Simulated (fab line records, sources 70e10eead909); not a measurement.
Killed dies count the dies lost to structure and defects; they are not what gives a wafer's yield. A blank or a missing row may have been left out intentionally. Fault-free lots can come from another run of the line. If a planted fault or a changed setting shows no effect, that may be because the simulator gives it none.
fab line records	flow nand_harc
record: lots: 24	wafers: 72	last_day: 25
route steps=1159 shown P_CONTACT@217 P_M0@267 P_M1@306
lots that met no fault: taken from a fault-free run of the same line
start_h: hours from the record's first day to the start of the lot's first wafer shown	wait_h: hours elapsed since this lot's preceding step	" identical to the entry in the row above	L1.1+2: a single row standing in for several wafers	- no value, or no start was given	* or withheld: withheld	< > ~ a bound
route shown NAME@n: NAME is a module with steps in the file, n the number in the route of the first one	usual: mean and standard deviation over wafers with no fault	same: alike in all rows	chamber/n: place in a boat	sites: the reading at each site	_std_site: the standard deviation of these	_edge_site: the outer-site mean with the inner-site mean subtracted	radius_mm: how far each site lies from the wafer's centre	mask NAME#n: copy n	behind: the most recent tool/chamber to have shaped the wafer	hold: cause of the lot's hold/its duration in hours/its outcome	device: transistor that didn't switch, given as n, p or np	end of line: the same wafers' tests at the end of the route	a step without rows: its recipe alone	killed: the dies lost at the first sort to structure and to defects; this is not the yield of the wafer	map: the dies of a wafer, with x for killed, . for not killed, _ for no die there
set.NAME: setting as actually run; set.NAME@STEP: the setting as run at that earlier step	model.NAME: the simulator's own value behind a step, which no gauge read
the route's steps for a sample of lots (tables are steps, rows are wafers)
services: when a tool's chamber went out of use (start_h, in hours from the record's first day, below 0 if earlier), for how many hours, and the reason
== steps ==
step: NHARC_P_CONTACT_DEP_30
recipe: target_thk_a: 300	temp_c: 400	target_thk_nm: 30	flow_sccm: 200	rf_w: 450	material: SiNx
usual: heater_power_w: 709/54
lot.wafer	tool	chamber	start_h	wait_h	heater_power_w
L074.1	pecvd-03	0	108.14	0.1	779
L074.5	"	1	"	"	752
L074.4	"	0	"	"	760
L075.1	pecvd-01	0	108.84	0.1	623
L075.3	"	2	"	"	710
L075.6	"	1	"	"	722
L077.2	pecvd-04	0	124.67	0.1	786
L077.5	"	2	"	"	680
L077.4	"	0	"	"	770
L076.2	pecvd-01	0	125.05	0.1	669
L076.6	"	0	"	"	667
L076.4	"	1	"	"	713
L078.1	pecvd-04	2	127.75	0.1	631
L078.3	"	0	"	"	748
L078.4	"	2	"	"	639
L080.2	pecvd-04	0	136.39	0.1	746
L080.5	"	1	"	"	662
L080.6	"	2	"	"	707
L079.3	pecvd-03	1	136.67	0.1	789
L079.2	"	2	"	"	707
L079.6	"	1	"	"	803
L081.1	pecvd-04	0	153.56	0.1	686
L081.6	"	0	"	"	689
L081.4	"	1	"	"	737
L082.2	pecvd-04	2	161.00	0.1	690
L082.3	"	1	"	"	760
L082.5	"	1	"	"	769
L083.2	pecvd-03	1	167.22	0.1	765
L083.3	"	2	"	"	718
L083.1	"	0	"	"	747
L084.1	pecvd-03	0	171.76	0.1	646
L084.2	"	2	"	"	678
L084.6	"	0	"	"	637
L085.1	pecvd-04	2	172.54	0.1	594
L085.3	"	1	"	"	678
L085.6	"	1	"	"	696
L086.1	pecvd-03	2	187.59	0.1	686
L086.4	"	2	"	"	676
L086.6	"	0	"	"	705
L087.3	pecvd-01	0	188.34	0.1	688
L087.4	"	1	"	"	732
L087.5	"	2	"	"	661
L089.3	pecvd-01	2	191.26	0.1	736
L089.6	"	2	"	"	736
L089.5	"	1	"	"	736
L088.1	pecvd-03	2	195.81	0.1	643
L088.3	"	1	"	"	769
L088.6	"	0	"	"	620
L090.1	pecvd-03	2	204.41	0.1	764
L090.3	"	0	"	"	719
L090.6	"	0	"	"	732
L091.3	pecvd-01	0	204.73	0.3	602
L091.1	"	2	"	"	767
L091.4	"	1	"	"	723
L092.1	pecvd-03	0	220.13	0.1	777
L092.3	"	1	"	"	737
L092.6	"	1	"	"	735
L093.2	pecvd-01	2	230.21	0.1	726
L093.5	"	2	"	"	704
L093.4	"	1	"	"	777
L094.3	pecvd-04	0	230.23	0.1	795
L094.1	"	1	"	"	709
L094.5	"	2	"	"	619
L095.1	pecvd-04	2	235.61	0.1	568
L095.3	"	0	"	"	770
L095.2	"	1	"	"	674
L096.1	pecvd-01	1	236.68	0.2	763
L096.6	"	0	"	"	683
L096.5	"	2	"	"	785
L097.3	pecvd-03	1	246.23	0.1	808
L097.2	"	0	"	"	642
L097.5	"	2	"	"	615
step: NHARC_P_CONTACT_CD_MEAS_12
recipe: target_cd_nm: 90	landing_energy_ev: 500
usual: cd_nm: 90.0/0.57
lot.wafer	tool	chamber	start_h	wait_h	cd_nm
L074.1	cd_sem-03	0	109.60	-	90.1
L074.4	"	0	"	"	90.1
L074.5	"	0	"	"	91.2
L075.1	cd_sem-01	0	110.27	-	89.4
L075.3	"	0	"	"	91.0
L075.6	"	0	"	"	90.7
L077.2	cd_sem-01	0	126.15	-	89.2
L077.4	"	0	"	"	89.3
L077.5	"	0	"	"	90.4
L076.2	cd_sem-01	0	126.62	-	90.0
L076.4	"	0	"	"	89.5
L076.6	"	0	"	"	89.9
L078.1	cd_sem-02	0	129.26	-	90.5
L078.3	"	0	"	"	91.2
L078.4	"	0	"	"	90.4
L080.2	cd_sem-02	0	137.86	-	90.4
L080.5	"	0	"	"	90.0
L080.6	"	0	"	"	90.5
L079.2	cd_sem-03	0	138.21	-	90.1
L079.3	"	0	"	"	90.4
L079.6	"	0	"	"	89.8
L081.1	cd_sem-01	0	155.10	-	91.4
L081.4	"	0	"	"	91.1
L081.6	"	0	"	"	91.2
L082.2	cd_sem-03	0	162.42	-	90.8
L082.3	"	0	"	"	90.4
L082.5	"	0	"	"	90.1
L083.1	cd_sem-02	0	168.76	-	89.8
L083.2	"	0	"	"	89.8
L083.3	"	0	"	"	90.6
L084.1	cd_sem-03	0	173.30	-	90.0
L084.2	"	0	"	"	89.7
L084.6	"	0	"	"	89.5
L085.1	cd_sem-03	0	174.07	-	90.2
L085.3	"	0	"	"	89.9
L085.6	"	0	"	"	89.6
L086.1	cd_sem-01	0	188.96	-	89.6
L086.4	"	0	"	"	90.0
L086.6	"	0	"	"	89.9
L087.3	cd_sem-03	0	189.77	-	89.2
L087.4	"	0	"	"	89.4
L087.5	"	0	"	"	89.9
L089.3	cd_sem-03	0	192.68	-	89.6
L089.5	"	0	"	"	91.9
L089.6	"	0	"	"	90.1
L088.1	cd_sem-01	0	197.35	-	89.3
L088.3	"	0	"	"	89.6
L088.6	"	0	"	"	89.7
L090.1	cd_sem-01	0	205.83	-	90.0
L090.3	"	0	"	"	90.3
L090.6	"	0	"	"	90.0
L091.1	cd_sem-02	0	206.26	-	90.2
L091.3	"	0	"	"	89.2
L091.4	"	0	"	"	90.1
L092.1	cd_sem-03	0	221.55	-	90.1
L092.3	"	0	"	"	88.9
L092.6	"	0	"	"	89.3
L093.2	cd_sem-02	0	231.74	-	90.3
L093.4	"	0	"	"	89.7
L093.5	"	0	"	"	90.1
L094.1	cd_sem-02	0	231.89	-	90.6
L094.3	"	0	"	"	90.2
L094.5	"	0	"	"	90.4
L095.1	cd_sem-02	0	237.15	-	89.9
L095.2	"	0	"	"	89.1
L095.3	"	0	"	"	88.7
L096.1	cd_sem-02	0	238.05	-	89.3
L096.5	"	0	"	"	90.1
L096.6	"	0	"	"	89.9
L097.2	cd_sem-02	0	247.77	-	90.1
L097.3	"	0	"	"	89.6
L097.5	"	0	"	"	90.8
step: NHARC_P_CONTACT_ETCH_18
recipe: target_depth_a: 4810	time_s: 240.5	c4f8_flow_sccm: 20	o2_flow_sccm: 10	ar_flow_sccm: withheld	rf_w: 600	bias_w: 1500	chemistry: C4F8/O2/Ar
usual: oes_product_au: 0.967/0.018	rf_vpp_V: 979/4.8
lot.wafer	tool	chamber	start_h	wait_h	oes_product_au	rf_hours_counter_h	rf_vpp_V
L074.1	rie_diel-08	0	-	-	0.955	14	979
L074.4	"	1	"	"	0.966	14	984
L074.5	"	1	"	"	0.965	-	984
L075.1	rie_diel-06	2	-	-	0.940	19	981
L075.3	"	3	"	"	0.942	18	983
L075.6	"	2	"	"	0.959	-	981
L077.2	rie_diel-12	1	-	-	0.966	11	974
L077.5	"	1	"	"	0.968	-	973
L077.4	"	2	"	"	0.978	-	980
L076.4	rie_diel-06	0	-	-	0.975	17	973
L076.2	"	3	"	"	0.974	24	981
L076.6	"	0	"	"	0.975	-	973
L078.3	rie_diel-12	1	-	-	0.964	11	974
L078.1	"	2	"	"	0.973	12	980
L078.4	"	3	"	"	0.976	-	986
L080.2	rie_diel-08	3	-	-	0.970	0	973
L080.5	"	3	"	"	0.962	-	974
L080.6	"	0	"	"	0.986	-	978
L079.2	rie_diel-12	3	-	-	0.970	14	988
L079.3	"	2	"	"	0.962	13	979
L079.6	"	3	"	"	0.978	-	988
L081.4	rie_diel-12	2	-	-	0.968	16	980
L081.1	"	3	"	"	0.962	16	987
L081.6	"	3	"	"	0.970	-	986
L082.2	rie_diel-06	3	-	-	0.991	37	981
L082.3	"	2	"	"	0.997	37	982
L082.5	"	0	"	"	0.967	-	973
L083.2	rie_diel-08	3	-	-	0.979	2	974
L083.3	"	1	"	"	0.956	2	985
L083.1	"	2	"	"	0.995	2	986
L084.1	rie_diel-06	1	174.01	-	0.991	40	977
L084.2	"	2	"	"	1.014	41	983
L084.6	"	1	"	"	0.993	-	978
L085.3	rie_diel-06	2	-	-	0.980	41	981
L085.1	"	1	"	"	0.951	41	980
L085.6	"	3	"	"	0.985	-	981
L086.4	rie_diel-12	0	-	-	0.956	14	975
L086.1	"	1	"	"	0.960	18	974
L086.6	"	1	"	"	0.958	-	973
L087.3	rie_diel-08	2	-	-	0.988	4	985
L087.4	"	3	"	"	0.986	5	974
L087.5	"	1	"	"	0.950	-	984
L089.3	rie_diel-12	1	-	-	0.989	18	973
L089.5	"	1	"	"	0.984	-	974
L089.6	"	2	"	"	0.961	-	979
L088.1	rie_diel-06	1	-	-	0.965	46	980
L088.3	"	2	"	"	0.962	51	981
L088.6	"	1	"	"	0.967	-	978
L090.3	rie_diel-08	0	-	-	0.980	6	978
L090.1	"	2	"	"	0.990	6	985
L090.6	"	3	"	"	0.986	-	973
L091.1	rie_diel-08	1	-	-	0.920	7	983
L091.3	"	3	"	"	0.929	7	974
L091.4	"	0	"	"	0.934	7	977
L092.3	rie_diel-12	3	-	-	0.972	1	986
L092.1	"	2	"	"	0.953	1	981
L092.6	"	2	"	"	0.955	-	980
L093.4	rie_diel-12	2	-	-	0.976	2	979
L093.2	"	3	"	"	0.970	2	987
L093.5	"	0	"	"	0.960	-	975
L094.1	rie_diel-08	3	-	-	0.930	9	974
L094.3	"	0	"	"	0.921	9	978
L094.5	"	3	"	"	0.923	-	973
L095.3	rie_diel-08	3	-	-	0.967	10	974
L095.1	"	0	"	"	0.975	10	977
L095.2	"	2	"	"	0.970	10	985
L096.1	rie_diel-08	0	-	-	0.949	10	977
L096.6	"	1	"	"	0.942	-	984
L096.5	"	2	"	"	0.966	-	985
L097.3	rie_diel-08	1	-	-	0.961	11	983
L097.2	"	3	"	"	0.968	11	975
L097.5	"	1	"	"	0.961	-	983
step: NHARC_P_M0_ETCH_34
recipe: target_depth_a: 400	overetch_a: 120	time_s: 43.94	ion_energy_ev: 200	n2_flow_sccm: 150	h2_flow_sccm: 150	ar_flow_sccm: 0	rf_w: 400	bias_w: 150	chemistry: N2/H2
usual: drypump_motor_current_A: 5.8/0.35	oes_product_au: 0.997/0.0095	rf_vpp_V: 431/3.1	showerhead_plenum_p_Torr: 2.07/0.11	throttle_valve_pct: 14.173/0.0089
lot.wafer	tool	chamber	start_h	wait_h	drypump_motor_current_A	oes_product_au	rf_hours_counter_h	rf_vpp_V	showerhead_plenum_p_Torr	throttle_valve_pct
L074.1	rie_diel-01	1	114.08	0.1	5.2	0.981	8.7	432	2.06	14.159
L074.4	"	2	"	"	6.2	0.983	9.6	429	2.00	14.161
L074.5	"	1	"	"	5.2	0.990	-	431	2.06	14.176
L075.3	rie_diel-01	3	114.78	0.1	6.4	0.999	8.7	432	2.12	14.168
L075.1	"	0	"	"	6.5	0.992	9.7	434	2.19	14.172
L075.6	"	2	"	"	6.2	0.979	-	429	2.00	14.174
L077.4	rie_diel-13	2	131.58	0.1	6.0	0.997	1.6	435	2.19	14.173
L077.2	"	0	"	"	5.7	1.003	1.4	425	1.91	14.158
L077.5	"	2	"	"	6.0	0.995	-	435	2.19	14.184
L076.2	rie_diel-01	3	131.98	0.1	6.4	1.010	9.9	432	2.12	14.180
L076.4	"	2	"	"	6.2	0.981	10.8	429	2.00	14.177
L076.6	"	0	"	"	6.5	0.994	-	436	2.19	14.169
L078.3	rie_diel-13	3	133.86	0.1	5.8	1.016	1.7	434	2.20	14.173
L078.4	"	0	"	"	5.6	1.003	1.5	425	1.91	14.174
L078.1	"	2	"	"	5.9	1.010	1.7	434	2.19	14.169
L080.2	rie_diel-04	2	144.89	0.1	5.3	1.003	1.7	430	2.03	14.175
L080.5	"	1	"	"	5.9	0.989	-	432	2.15	14.175
L080.6	"	2	"	"	5.3	1.011	-	431	2.03	14.167
L079.2	rie_diel-13	0	145.10	0.1	5.6	1.018	2.4	425	1.91	14.194
L079.3	"	1	"	"	5.5	1.005	2.2	427	1.95	14.183
L079.6	"	1	"	"	5.5	0.995	-	429	1.95	14.194
L081.4	rie_diel-04	0	159.60	0.1	5.8	0.972	4.1	432	2.05	14.181
L081.1	"	3	"	"	5.4	0.997	3.9	432	2.05	14.184
L081.6	"	0	"	"	5.8	0.979	-	431	2.05	14.165
L082.2	rie_diel-13	0	168.69	0.1	5.6	1.003	4.8	426	1.91	14.173
L082.3	"	3	"	"	5.8	1.006	-	435	2.20	14.173
L082.5	"	3	"	"	5.8	1.008	-	434	2.20	14.162
L083.3	rie_diel-04	3	173.36	0.1	5.4	0.990	4.5	431	2.05	14.169
L083.1	"	0	"	"	5.8	0.987	4.7	431	2.05	14.172
L083.2	"	2	"	"	5.4	1.018	3.5	429	2.03	14.170
L084.2	rie_diel-13	2	180.55	0.1	5.9	0.995	2.8	434	2.19	14.171
L084.1	"	3	"	"	5.8	0.995	6.2	435	2.20	14.183
L084.6	"	1	"	"	5.5	0.992	-	430	1.95	14.178
L085.1	rie_diel-13	0	181.70	0.1	5.6	0.994	5.8	427	1.90	14.170
L085.3	"	1	"	"	5.5	0.997	5.3	427	1.95	14.183
L085.6	"	0	"	"	5.6	0.988	-	426	1.90	14.155
L086.1	rie_diel-04	3	200.63	0.1	5.4	0.990	6.1	431	2.05	14.162
L086.4	"	0	"	"	5.8	0.993	6.8	431	2.05	14.171
L086.6	"	2	"	"	5.4	1.008	-	429	2.03	14.171
L087.3	rie_diel-01	1	201.14	0.1	5.2	0.985	3.4	431	2.06	14.173
L087.4	"	2	"	"	6.2	0.983	3.5	430	2.00	14.163
L087.5	"	0	"	"	6.5	0.984	-	436	2.19	14.170
L089.3	rie_diel-13	2	202.29	0.1	6.0	1.002	4.5	434	2.19	14.174
L089.6	"	2	"	"	6.0	1.004	-	434	2.19	14.170
L089.5	"	3	"	"	5.8	1.002	-	435	2.20	14.161
L088.3	rie_diel-13	2	207.98	0.1	6.0	0.999	4.9	434	2.19	14.165
L088.1	"	3	"	"	5.8	0.998	8.4	434	2.20	14.175
L088.6	"	2	"	"	6.0	0.996	-	433	2.19	14.178
L090.1	rie_diel-04	3	216.51	0.1	5.4	1.000	7.7	430	2.05	14.174
L090.3	"	1	"	"	5.9	0.995	7.6	433	2.14	14.174
L090.6	"	3	"	"	5.4	1.003	-	432	2.05	14.160
L091.1	rie_diel-04	3	216.84	0.1	5.4	1.005	7.7	431	2.05	14.183
L091.4	"	0	"	"	5.8	0.996	8.6	430	2.05	14.176
L091.3	"	1	"	"	5.9	0.998	7.7	435	2.14	14.160
L092.3	rie_diel-13	3	228.55	0.1	5.8	0.999	9.6	435	2.20	14.186
L092.1	"	1	"	"	5.5	1.002	8.3	428	1.95	14.186
L092.6	"	3	"	"	5.8	0.989	-	433	2.20	14.178
L093.4	rie_diel-13	1	238.11	0.1	5.5	1.004	9.3	426	1.95	14.158
L093.2	"	0	"	"	5.6	0.994	10.0	426	1.90	14.173
L093.5	"	1	"	"	5.5	1.008	-	428	1.95	14.180
L094.1	rie_diel-01	1	238.28	0.1	5.2	0.996	5.5	430	2.06	14.173
L094.3	"	0	"	"	6.5	0.998	5.8	434	2.19	14.173
L094.5	"	1	"	"	5.2	1.002	-	431	2.06	14.157
L095.1	rie_diel-13	2	241.70	0.1	5.9	1.014	7.6	434	2.19	14.159
L095.2	"	3	"	"	5.8	0.989	11.1	435	2.20	14.167
L095.3	"	0	"	"	5.6	0.996	10.2	427	1.90	14.168
L096.1	rie_diel-04	0	242.61	0.1	5.8	0.979	10.1	431	2.05	14.182
L096.5	"	0	"	"	5.8	0.983	-	431	2.05	14.166
L096.6	"	1	"	"	5.9	0.986	-	435	2.14	14.172
L097.2	rie_diel-13	2	252.37	0.1	6.0	0.980	8.6	434	2.19	14.169
L097.3	"	3	"	"	5.8	0.985	12.1	435	2.20	14.185
L097.5	"	2	"	"	6.0	0.986	-	434	2.19	14.167
step: NHARC_P_M0_STRIP_18
recipe: power_w: 1000	n2_flow_sccm: 150	h2_flow_sccm: 150	ar_flow_sccm: 0	bias_w: 0	chemistry: N2/H2
usual: drypump_motor_current_A: 5.8/0.37	oes_product_au: 0.997/0.0092	power_w: 1000/3.5	rf_vpp_V: 90.9/0.9	showerhead_plenum_p_Torr: 2.07/0.099	throttle_valve_pct: 14.171/0.009
lot.wafer	tool	chamber	start_h	wait_h	drypump_motor_current_A	oes_product_au	power_w	rf_hours_counter_h	rf_vpp_V	showerhead_plenum_p_Torr	throttle_valve_pct
L074.1	rie_diel-13	3	114.42	0.1	5.8	1.004	1000	0.9	91.7	2.20	14.167
L074.4	"	0	"	"	5.6	1.000	1000	0.6	90.1	1.91	14.174
L074.5	"	2	"	"	5.9	1.006	999	-	91.6	2.19	14.170
L075.3	rie_diel-13	1	115.06	0.1	5.5	1.003	1000	0.6	90.8	1.96	14.162
L075.1	"	0	"	"	5.6	0.995	1004	0.7	90.4	1.91	14.172
L075.6	"	2	"	"	5.9	0.997	997	-	91.6	2.19	14.169
L077.2	rie_diel-04	1	131.87	0.1	5.9	1.012	1000	0.7	91.6	2.15	14.187
L077.4	"	3	"	"	5.4	0.991	999	1.1	89.8	2.05	14.190
L077.5	"	2	"	"	5.4	1.011	1004	-	90.3	2.03	14.161
L076.2	rie_diel-04	0	132.32	0.1	5.8	0.993	1000	0.9	91.9	2.05	14.167
L076.4	"	1	"	"	5.9	0.997	1004	0.8	91.7	2.15	14.175
L076.6	"	2	"	"	5.4	1.009	997	-	91.1	2.03	14.159
L078.4	rie_diel-04	0	134.15	0.1	5.8	0.973	993	1.0	91.8	2.05	14.170
L078.3	"	1	"	"	5.9	0.999	998	0.8	90.9	2.15	14.186
L078.1	"	2	"	"	5.4	0.995	1001	1.0	91.8	2.03	14.166
L079.2	rie_diel-13	3	145.39	0.1	5.8	0.999	999	2.9	91.9	2.20	14.169
L079.3	"	1	"	"	5.5	0.994	1000	2.2	89.5	1.95	14.181
L079.6	"	0	"	"	5.6	0.999	1003	-	88.5	1.91	14.167
L080.2	rie_diel-13	0	145.70	0.1	5.6	1.002	1005	2.6	91.2	1.91	14.172
L080.5	"	1	"	"	5.5	0.995	998	-	90.8	1.95	14.162
L080.6	"	2	"	"	6.0	1.000	1005	-	92.0	2.19	14.182
L081.1	rie_diel-13	3	159.97	0.1	5.8	1.009	1001	3.6	91.9	2.20	14.178
L081.4	"	0	"	"	5.6	1.018	1002	-	89.1	1.91	14.173
L081.6	"	3	"	"	5.8	1.001	1006	-	93.6	2.20	14.177
L082.3	rie_diel-04	1	169.05	0.1	5.9	0.996	997	3.6	91.6	2.15	14.166
L082.2	"	2	"	"	5.4	1.005	1001	3.4	90.6	2.03	14.173
L082.5	"	1	"	"	5.9	0.999	993	-	90.7	2.15	14.172
L083.1	rie_diel-13	0	173.65	0.1	5.6	1.006	1001	5.0	90.5	1.91	14.173
L083.2	"	3	"	"	5.8	1.007	992	5.4	91.8	2.20	14.183
L083.3	"	3	"	"	5.8	0.995	998	-	91.2	2.20	14.176
L084.2	rie_diel-01	0	180.82	0.1	6.5	1.000	1004	2.5	93.5	2.19	14.168
L084.1	"	2	"	"	6.2	0.991	996	2.5	91.1	2.00	14.165
L084.6	"	1	"	"	5.2	0.999	1001	-	91.3	2.06	14.177
L085.3	rie_diel-13	2	182.02	0.1	6.0	1.005	1001	2.9	92.2	2.19	14.166
L085.1	"	3	"	"	5.8	1.007	1007	6.3	92.6	2.20	14.169
L085.6	"	1	"	"	5.5	0.998	1000	-	90.6	1.95	14.170
L086.4	rie_diel-13	2	200.96	0.1	6.0	0.990	999	4.5	91.7	2.19	14.178
L086.1	"	3	"	"	5.8	1.007	1001	8.1	92.2	2.20	14.175
L086.6	"	1	"	"	5.5	0.996	1000	-	89.7	1.95	14.157
L087.4	rie_diel-04	3	201.42	0.1	5.4	0.994	999	6.2	90.4	2.05	14.167
L087.3	"	0	"	"	5.8	0.984	998	6.9	89.9	2.05	14.175
L087.5	"	0	"	"	5.8	0.989	999	-	90.8	2.05	14.182
L089.3	rie_diel-01	2	202.60	0.1	6.2	0.991	999	3.6	91.2	2.00	14.171
L089.5	"	1	"	"	5.2	0.989	994	-	91.1	2.06	14.179
L089.6	"	2	"	"	6.2	0.985	1002	-	91.2	2.00	14.159
L088.3	rie_diel-01	0	208.32	0.1	6.5	0.985	1001	4.4	90.3	2.19	14.164
L088.1	"	1	"	"	5.2	0.983	1001	3.9	90.8	2.06	14.162
L088.6	"	2	"	"	6.2	0.980	1001	-	89.7	2.00	14.161
L090.1	rie_diel-13	2	216.85	0.1	6.0	0.999	998	5.8	90.7	2.19	14.163
L090.3	"	3	"	"	5.8	0.991	1005	9.3	90.0	2.20	14.162
L090.6	"	1	"	"	5.5	1.000	998	-	90.7	1.95	14.178
L091.3	rie_diel-04	0	217.12	0.1	5.8	1.008	998	8.7	90.3	2.05	14.174
L091.4	"	2	"	"	5.3	1.006	1000	6.9	90.3	2.03	14.178
L091.1	"	3	"	"	5.4	1.014	995	7.8	91.7	2.05	14.159
L092.1	rie_diel-04	2	228.88	0.1	5.4	1.013	1003	7.4	90.4	2.03	14.163
L092.3	"	0	"	"	5.8	0.993	1008	9.6	90.3	2.05	14.160
L092.6	"	2	"	"	5.4	1.014	999	-	91.5	2.03	14.156
L093.4	rie_diel-04	0	238.47	0.1	5.8	0.974	995	9.9	90.6	2.05	14.172
L093.2	"	2	"	"	5.4	1.006	999	8.0	90.1	2.03	14.187
L093.5	"	3	"	"	5.4	0.998	995	-	90.8	2.05	14.170
L094.3	rie_diel-01	3	238.60	0.1	6.3	1.006	998	5.9	91.5	2.12	14.144
L094.1	"	0	"	"	6.5	1.000	997	5.9	91.4	2.19	14.166
L094.5	"	3	"	"	6.3	0.998	997	-	90.0	2.12	14.177
L095.2	rie_diel-01	0	242.02	0.1	6.6	0.997	1001	6.1	90.1	2.19	14.175
L095.1	"	1	"	"	5.2	0.996	998	5.9	91.0	2.06	14.185
L095.3	"	3	"	"	6.4	1.003	999	6.2	90.7	2.12	14.162
L096.1	rie_diel-13	3	242.97	0.1	5.8	0.978	1002	11.2	90.9	2.20	14.158
L096.6	"	2	"	"	5.9	0.985	996	-	90.7	2.19	14.168
L096.5	"	3	"	"	5.8	0.990	1002	-	90.8	2.20	14.163
L097.3	rie_diel-01	1	252.71	0.1	5.2	0.987	997	6.6	90.2	2.06	14.173
L097.2	"	3	"	"	6.4	0.987	995	6.9	91.2	2.12	14.164
L097.5	"	1	"	"	5.2	0.982	996	-	90.6	2.06	14.164
step: NHARC_P_M1_PRE_CLEAN_30
recipe: time_s: 30	temp_c: 280	gas: H2/He
usual: heater_power_w: 418/41
lot.wafer	tool	chamber	start_h	wait_h	heater_power_w
L074.1	pvd_sputter-03	-	-	-	392
L074.4	"	-	"	"	483
L074.5	"	-	"	"	396
L075.1	pvd_sputter-01	-	-	-	458
L075.3	"	-	"	"	385
L075.6	"	-	"	"	382
L077.2	pvd_sputter-03	-	-	-	378
L077.4	"	-	"	"	421
L077.5	"	-	"	"	393
L076.4	pvd_sputter-02	-	-	-	413
L076.2	"	-	"	"	387
L076.6	"	-	"	"	421
L078.3	pvd_sputter-03	-	-	-	408
L078.1	"	-	"	"	391
L078.4	"	-	"	"	399
L079.2	pvd_sputter-01	-	-	-	384
L079.3	"	-	"	"	373
L079.6	"	-	"	"	465
L080.2	pvd_sputter-02	-	-	-	408
L080.6	"	-	"	"	393
L080.5	"	-	"	"	371
L081.4	pvd_sputter-02	-	-	-	393
L081.1	"	-	"	"	428
L081.6	"	-	"	"	394
L082.2	pvd_sputter-03	-	-	-	396
L082.3	"	-	"	"	422
L082.5	"	-	"	"	385
L083.2	pvd_sputter-03	-	-	-	414
L083.1	"	-	"	"	493
L083.3	"	-	"	"	390
L084.1	pvd_sputter-02	-	-	-	423
L084.2	"	-	"	"	388
L084.6	"	-	"	"	412
L085.3	pvd_sputter-03	-	-	-	489
L085.1	"	-	"	"	401
L085.6	"	-	"	"	409
L086.4	pvd_sputter-01	-	-	-	353
L086.1	"	-	"	"	509
L086.6	"	-	"	"	347
L087.4	pvd_sputter-01	-	-	-	362
L087.3	"	-	"	"	383
L087.5	"	-	"	"	369
L089.3	pvd_sputter-01	-	-	-	488
L089.6	"	-	"	"	494
L089.5	"	-	"	"	441
L088.3	pvd_sputter-03	-	-	-	414
L088.1	"	-	"	"	483
L088.6	"	-	"	"	385
L090.3	pvd_sputter-03	-	-	-	395
L090.1	"	-	"	"	412
L090.6	"	-	"	"	391
L091.3	pvd_sputter-03	-	-	-	404
L091.4	"	-	"	"	382
L091.1	"	-	"	"	386
L092.1	pvd_sputter-03	-	-	-	382
L092.3	"	-	"	"	420
L092.6	"	-	"	"	494
L093.2	pvd_sputter-02	-	-	-	388
L093.4	"	-	"	"	419
L093.5	"	-	"	"	410
L094.1	pvd_sputter-01	-	-	-	360
L094.3	"	-	"	"	489
L094.5	"	-	"	"	354
L095.2	pvd_sputter-03	-	-	-	382
L095.3	"	-	"	"	393
L095.1	"	-	"	"	498
L096.1	pvd_sputter-03	-	-	-	409
L096.6	"	-	"	"	383
L096.5	"	-	"	"	394
L097.2	pvd_sputter-03	-	-	-	408
L097.3	"	-	"	"	379
L097.5	"	-	"	"	408
== services ==
tool	chamber	start_h	hours	kind
rie_diel-01	1	88.22	12.6	repair
rie_diel-04	1	90.36	13.1	repair
rie_diel-13	2	94.25	5.8	repair
rie_diel-13	-	99.00	9.0	pm
pvd_sputter-03	-	106.96	10.0	pm
pecvd-03	-	111.00	13.0	pm
rie_diel-04	-	111.90	9.0	pm
pecvd-01	-	116.58	0.5	repair
rie_diel-08	-	124.80	9.0	pm
rie_diel-12	0	125.13	24.1	repair
rie_diel-01	-	137.82	9.0	pm
rie_diel-13	2	149.21	30.6	repair
rie_diel-01	3	154.72	5.2	repair
pvd_sputter-01	-	160.94	10.0	pm
pecvd-03	-	161.67	3.3	repair
pecvd-01	2	162.74	15.2	repair
pecvd-04	-	179.92	1.1	repair
pecvd-04	-	195.32	13.0	pm
rie_diel-12	-	202.41	9.0	pm
rie_diel-13	0	202.61	3.4	repair
rie_diel-12	1	218.40	5.1	repair
rie_diel-01	2	235.86	13.9	repair
pecvd-01	-	237.35	13.0	pm
rie_diel-13	1	241.00	15.6	repair
== key ==
fault none
